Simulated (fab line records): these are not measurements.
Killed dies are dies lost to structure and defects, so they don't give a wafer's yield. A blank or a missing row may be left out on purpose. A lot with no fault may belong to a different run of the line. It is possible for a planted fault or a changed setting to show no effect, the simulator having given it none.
Chamber matching -- flow nand-harc -- rie-diel-01 running NHARC_P_GATE_DESCUM_31: 4 sister chambers
The step chemistry O2, time 3 s. 8 wafers are shown with their chamber, then 7 later ones without.

== WAFERS PAIRED WITH THEIR CHAMBERS ==
wafer,chamber,showerhead-plenum-p-Torr (Torr),drypump-motor-current-A (A)
L264.1,3,2.03,5.84
L264.4,0,1.81,5.99
L264.6,2,2.05,5.71
L266.2,1,1.83,5.39
L266.3,3,2.03,5.85
L266.5,0,1.80,6.01
L272.4,1,1.83,5.40
L272.5,2,2.05,5.76

== WAFERS MISSING THEIR CHAMBER ==
wafer,showerhead-plenum-p-Torr (Torr),drypump-motor-current-A (A)
L272.6,2.03,5.86
L278.2,2.03,5.83
L278.3,1.82,5.38
L278.4,2.05,5.73
L281.1,1.82,5.42
L281.3,1.80,6.03
L281.5,1.80,6.06

== THE CHAMBER EACH PASSED THROUGH ==
wafer,from the rows above,in truth
L272.6,3,3
L278.2,3,3
L278.3,1,1
L278.4,2,2
L281.1,1,1
L281.3,0,0
L281.5,0,0
Placed correctly: 7 of 7. Number that these rows cannot place: 0. 0 placed wrongly.
How it was worked out, from the rows above alone: a wafer's distance from a chamber is the root of the sum, over the readings, of the square of ((its reading less the chamber's mean) divided by the reading's scatter). If the next closest chamber is less than 2 further off than the closest, the wafer can't be placed; otherwise it belongs to the closest. The mean given for a chamber averages the wafers shown for that chamber. The scatter: take each reading less its chamber's mean, square it, sum over the shown wafers, divide by the number of wafers less the number of chambers, and take the root.
